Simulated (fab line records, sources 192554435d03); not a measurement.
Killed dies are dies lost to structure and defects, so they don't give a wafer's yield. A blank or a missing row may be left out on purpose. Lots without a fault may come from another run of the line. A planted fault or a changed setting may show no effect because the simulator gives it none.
fab line records | flow n5_finfet | part 2 of 2: steps 5 to 6 of 6
record lots=21 wafers=63 last_day=18
route steps=1938 shown BEOL_M11@1537 BEOL_M12@1643
lots that met no fault: from a run of the same line without faults
start_h: hours from the record's first day to the start of the lot's first wafer shown | wait_h: hours since the lot's step before | " the same as in the row above | L1.1+2: a row that stands for several wafers | - no value, or no start given | * or withheld: withheld | < > ~ a bound
route shown NAME@n: a module of which the file shows steps, and the number in the route of the first | usual: mean/standard deviation of fault-free wafers | same: alike in all rows | chamber/n: place in a boat | sites: the reading at each site | _std_site: their standard deviation | _edge_site: outer sites' mean less inner sites' | radius_mm: how far each site lies from the wafer's centre | mask NAME#n: copy n | behind: the tool/chamber that last shaped the wafer | hold: why the lot was held/for how many hours/how that ended | device: the transistor (n, p or np) that didn't switch | end of line: the same wafers' tests at the end of the route | a step without rows: its recipe alone | killed: dies lost to structure and defects at the first sort, not the wafer's yield | map: a wafer's dies, x killed, . not, _ none there
set.NAME: the setting as run; set.NAME@STEP: as run at that earlier step | model.NAME: the simulator's own value behind a step, which no gauge read
steps of the route over a sample of lots; a table a step, a row a wafer
services: from which hour (start_h, from the record's first day; less than 0 if before it) a tool's chamber was out of use, for how many hours, and why
## steps
# step N5_BEOL_M11_CD_MEAS_18
# recipe pitch_nm=140 target_cd_nm=70
# usual cd_nm=70.0/0.67
# columns lot.wafer tool chamber start_h wait_h cd_nm
L075.1 cd_sem-03 - 245.31 0.0 70.4
L075.4 " - " " 70.6
L075.6 " - " " 71.2
L076.3 cd_sem-02 - 255.63 0.1 70.5
L076.5 " - " " 70.5
L076.6 " - " " 70.3
L077.2 cd_sem-03 - 255.70 0.1 69.7
L077.4 " - " " 69.6
L077.5 " - " " 69.4
L078.1 cd_sem-03 - 265.12 0.0 70.3
L078.3 " - " " 69.3
L078.4 " - " " 69.1
L080.2 cd_sem-01 - 281.11 0.1 69.9
L080.3 " - " " 68.7
L080.6 " - " " 69.8
L079.1 cd_sem-03 - 281.29 0.0 70.0
L079.3 " - " " 70.7
L079.4 " - " " 70.5
L085.2 cd_sem-02 - 287.41 0.1 70.1
L085.3 " - " " 70.5
L085.5 " - " " 70.2
L081.3 cd_sem-02 - 287.43 0.1 69.4
L081.5 " - " " 69.8
L081.6 " - " " 69.2
L083.4 cd_sem-03 - 297.48 0.1 69.5
L083.5 " - " " 69.4
L083.6 " - " " 69.9
L084.3 cd_sem-01 - 300.80 0.1 70.8
L084.4 " - " " 69.7
L084.5 " - " " 69.4
L087.1 cd_sem-03 - 305.12 0.0 69.1
L087.3 " - " " 69.7
L087.6 " - " " 69.5
L088.2 cd_sem-01 - 308.13 0.1 69.8
L088.4 " - " " 70.7
L088.5 " - " " 69.8
L086.1 cd_sem-03 - 308.43 0.0 71.7
L086.3 " - " " 70.9
L086.5 " - " " 71.9
L089.4 cd_sem-01 - 321.84 0.1 69.1
L089.5 " - " " 69.0
L089.6 " - " " 70.4
L091.3 cd_sem-01 - 348.36 0.1 70.3
L091.5 " - " " 70.7
L091.6 " - " " 69.8
L093.2 cd_sem-01 - 348.98 0.1 70.0
L093.3 " - " " 69.2
L093.5 " - " " 70.7
L092.2 cd_sem-02 - 355.09 0.1 70.6
L092.3 " - " " 70.6
L092.6 " - " " 70.8
L094.1 cd_sem-02 - 357.70 0.0 69.4
L094.5 " - " " 69.5
L094.6 " - " " 70.0
L095.1 cd_sem-02 - 377.96 0.0 69.6
L095.4 " - " " 70.0
L095.5 " - " " 69.3
L096.1 cd_sem-02 - 390.06 0.0 69.7
L096.2 " - " " 68.4
L096.5 " - " " 69.4
L097.2 cd_sem-03 - 391.40 0.1 70.1
L097.3 " - " " 70.6
L097.5 " - " " 70.4
# step N5_BEOL_M12_ETCH_38
# recipe chemistry=CF4/N2 target=SiCN target_depth_a=687 taper_deg=2 time_s=73.4 ion_energy_ev=150 mask_material=SiO2 pressure_mtorr=40 source_w=430 bias_w=70 Ar_flow_sccm=100 cf4_flow_sccm=60 n2_flow_sccm=60
# usual bias_w=69.97/0.24 cf4_flow_sccm=60.01/0.18 chamber_pressure_mTorr=40.01/0.038 drypump_motor_current_A=5.7/0.47 oes_product_au=0.83/0.087 rf_fwd_power_W=428.2/1.2 rf_vpp_V=382.2/2 showerhead_plenum_p_Torr=2.21/0.07 throttle_valve_pct=15.35/0.29
# columns lot.wafer tool chamber start_h wait_h bias_w cf4_flow_sccm chamber_pressure_mTorr drypump_motor_current_A oes_product_au rf_fwd_power_W rf_hours_counter_h rf_vpp_V showerhead_plenum_p_Torr throttle_valve_pct
L075.1 rie_diel-05 1 252.43 - 69.78 59.93 40.01 5.8 0.99 428.6 3 381.0 2.17 15.14
L075.4 " 3 " " 69.76 60.11 39.98 6.1 0.70 429.4 - 383.1 2.26 15.86
L075.6 " 2 " " 70.21 59.83 40.04 5.5 0.94 427.8 - 383.0 2.25 14.95
L076.3 rie_diel-05 0 266.17 - 70.05 60.15 39.97 6.1 0.85 428.8 67 382.5 2.15 15.16
L076.5 " 0 " " 69.75 60.26 40.02 6.1 0.84 428.2 - 380.6 2.15 15.17
L076.6 " 3 " " 70.17 60.07 40.00 6.1 0.70 427.7 - 383.1 2.26 15.86
L077.2 rie_diel-05 2 266.67 - 70.02 59.69 40.06 5.5 0.92 428.1 18 383.3 2.25 14.95
L077.4 " 1 " " 70.16 59.63 40.01 5.8 0.95 427.1 9 381.7 2.17 15.17
L077.5 " 1 " " 70.69 59.71 40.02 5.8 0.96 429.7 - 380.3 2.17 15.15
L078.1 rie_diel-05 1 275.43 - 70.33 60.09 39.99 5.8 0.95 427.2 11 380.8 2.17 15.16
L078.3 " 3 " " 70.05 60.08 40.00 6.1 0.70 428.0 237 384.6 2.26 15.88
L078.4 " 2 " " 69.81 59.95 39.99 5.5 0.92 428.8 22 384.3 2.25 14.97
L080.2 rie_diel-06 3 292.71 - 69.95 59.81 40.00 5.5 0.91 428.7 9 386.5 2.36 15.35
L080.3 " 1 " " 69.97 59.93 40.09 4.9 0.72 427.6 201 379.0 2.12 15.90
L080.6 " 2 " " 69.99 59.96 40.02 6.7 0.93 429.1 - 384.5 2.35 15.14
L079.1 rie_diel-06 3 293.10 - 69.68 60.14 39.98 5.4 0.90 428.1 9 385.4 2.36 15.36
L079.3 " 0 " " 70.10 59.91 40.06 5.6 0.74 428.4 200 381.7 2.20 15.59
L079.4 " 2 " " 70.07 59.93 39.99 6.6 0.92 429.2 32 384.6 2.35 15.11
L085.2 rie_diel-01 2 299.81 - 70.13 59.91 39.95 6.4 0.81 426.8 111 382.3 2.23 15.12
L085.3 " 3 " " 70.38 60.22 40.01 5.3 0.90 426.5 34 380.0 2.15 15.16
L085.5 " 2 " " 69.95 60.05 39.94 6.4 0.81 427.5 - 383.3 2.23 15.14
L081.3 rie_diel-05 3 301.63 - 69.70 59.83 40.06 6.1 0.68 426.2 246 383.7 2.26 15.89
L081.5 " 1 " " 69.54 60.02 39.97 5.8 0.92 427.0 - 380.5 2.17 15.18
L081.6 " 0 " " 69.89 60.22 40.04 6.1 0.82 427.9 - 381.0 2.15 15.16
L083.4 rie_diel-01 1 306.60 - 70.05 60.03 39.97 5.0 0.71 427.9 205 382.6 2.18 15.49
L083.5 " 3 " " 69.80 59.93 39.98 5.2 0.88 426.2 - 379.7 2.15 15.18
L083.6 " 2 " " 69.76 60.24 40.01 6.4 0.79 430.6 - 382.5 2.22 15.14
L084.3 rie_diel-06 1 308.90 - 69.79 60.19 40.00 4.9 0.72 426.4 206 380.5 2.12 15.92
L084.4 " 2 " " 70.46 60.33 40.00 6.6 0.91 429.4 38 386.3 2.34 15.13
L084.5 " 0 " " 70.20 60.04 39.98 5.6 0.74 428.9 - 382.4 2.20 15.58
L087.1 rie_diel-06 3 312.25 - 69.93 59.78 40.00 5.5 0.89 428.1 15 385.9 2.35 15.36
L087.3 " 2 " " 69.75 60.13 40.00 6.7 0.92 428.3 39 385.9 2.34 15.13
L087.6 " 0 " " 69.92 59.99 40.01 5.6 0.75 428.6 - 382.6 2.20 15.60
L088.2 rie_diel-05 0 316.13 - 69.65 60.20 39.97 6.1 0.82 427.3 85 380.0 2.15 15.19
L088.4 " 0 " " 69.87 60.24 40.01 6.1 0.82 427.8 - 381.9 2.15 15.17
L088.5 " 1 " " 70.27 60.20 39.98 5.8 0.92 427.6 - 381.1 2.17 15.19
L086.1 rie_diel-01 2 316.59 - 69.96 59.89 40.01 6.4 0.80 426.2 117 382.0 2.22 15.14
L086.3 " 1 " " 70.52 59.84 40.02 5.0 0.71 429.2 209 381.1 2.18 15.48
L086.5 " 3 " " 69.89 59.82 40.06 5.3 0.88 427.4 - 380.6 2.15 15.18
L089.4 rie_diel-06 3 340.70 - 70.46 60.00 40.06 5.4 0.86 427.5 23 387.2 2.35 15.38
L089.5 " 0 " " 69.85 60.15 40.03 5.6 0.73 429.2 - 380.0 2.20 15.61
L089.6 " 3 " " 70.21 59.78 39.99 5.5 0.87 428.0 - 386.2 2.35 15.38
L093.2 rie_diel-05 3 356.50 - 69.77 59.96 39.97 6.1 0.97 427.4 4 382.6 2.25 15.42
L093.3 " 2 " " 69.92 59.86 40.06 5.5 0.86 427.3 53 382.7 2.24 15.03
L093.5 " 0 " " 70.17 60.21 39.98 6.1 0.79 425.5 - 381.2 2.14 15.22
L091.3 rie_diel-06 0 357.08 - 69.75 60.07 39.95 5.6 0.73 428.2 221 381.4 2.19 15.62
L091.5 " 2 " " 70.19 60.20 40.01 6.6 0.88 427.3 - 385.4 2.34 15.17
L091.6 " 1 " " 69.98 59.96 39.92 4.8 0.71 427.1 - 379.8 2.11 15.93
L092.2 rie_diel-06 0 362.01 - 69.97 59.82 40.00 5.6 0.73 427.0 223 379.9 2.19 15.63
L092.3 " 2 " " 70.10 60.34 39.99 6.6 0.89 428.6 55 384.9 2.34 15.17
L092.6 " 1 " " 69.61 60.02 40.05 4.9 0.71 428.8 - 380.2 2.11 15.93
L094.1 rie_diel-05 2 364.31 - 70.41 59.83 39.93 5.5 0.85 426.1 56 383.5 2.24 15.03
L094.5 " 1 " " 69.99 59.94 40.07 5.7 0.87 428.7 - 381.5 2.16 15.22
L094.6 " 0 " " 70.11 59.91 39.94 6.1 0.80 428.8 - 379.6 2.14 15.22
L095.1 rie_diel-05 3 386.58 - 70.37 59.88 39.93 6.1 0.92 426.3 14 382.6 2.25 15.46
L095.4 " 1 " " 69.82 60.12 40.06 5.7 0.87 430.1 54 381.1 2.16 15.26
L095.5 " 0 " " 69.65 60.18 40.02 6.1 0.79 427.8 - 381.5 2.14 15.23
L096.1 rie_diel-05 1 397.64 - 70.13 60.13 40.01 5.8 0.86 429.5 57 381.7 2.15 15.26
L096.2 " 2 " " 69.97 60.18 40.06 5.5 0.85 425.5 68 382.0 2.23 15.05
L096.5 " 2 " " 70.03 60.16 40.04 5.5 0.85 428.8 - 383.7 2.23 15.04
L097.2 rie_diel-05 0 400.02 - 70.06 59.97 40.10 6.1 0.79 429.8 116 380.5 2.14 15.26
L097.3 " 2 " " 70.30 59.69 39.93 5.5 0.84 429.8 69 383.1 2.23 15.06
L097.5 " 3 " " 70.29 59.76 40.01 6.1 0.92 427.6 - 383.7 2.25 15.46
## services
# columns tool chamber start_h hours kind
rie_diel-05 - 220.37 0.1 repair
rie_diel-05 - 242.12 2.8 pm
rie_diel-05 0 249.32 13.7 repair
uv_cure-03 - 256.83 2.1 pm
rie_diel-02 1 257.11 6.0 repair
rie_diel-01 1 266.36 5.0 repair
rie_diel-04 0 284.54 18.3 repair
rie_diel-02 3 293.80 6.4 repair
rie_diel-03 0 318.87 4.7 repair
rie_diel-06 - 323.83 2.8 pm
rie_diel-02 3 325.04 - clean
rie_diel-02 3 325.04 - consumable_replace:focus_ring
rie_diel-02 3 325.04 - consumable_replace:showerhead
rie_diel-02 3 325.04 14.1 scheduled_down
rie_diel-03 0 325.59 3.4 repair
uv_cure-02 - 325.66 7.5 pm
uv_cure-03 - 340.72 1.1 repair
uv_cure-02 - 342.73 1.0 pm
rie_diel-04 1 350.14 7.9 repair
rie_diel-06 1 353.19 3.7 repair
uv_cure-01 - 363.41 1.0 repair
rie_diel-01 0 368.40 6.1 repair
uv_cure-01 - 377.17 2.1 pm
rie_diel-04 0 378.54 9.7 repair
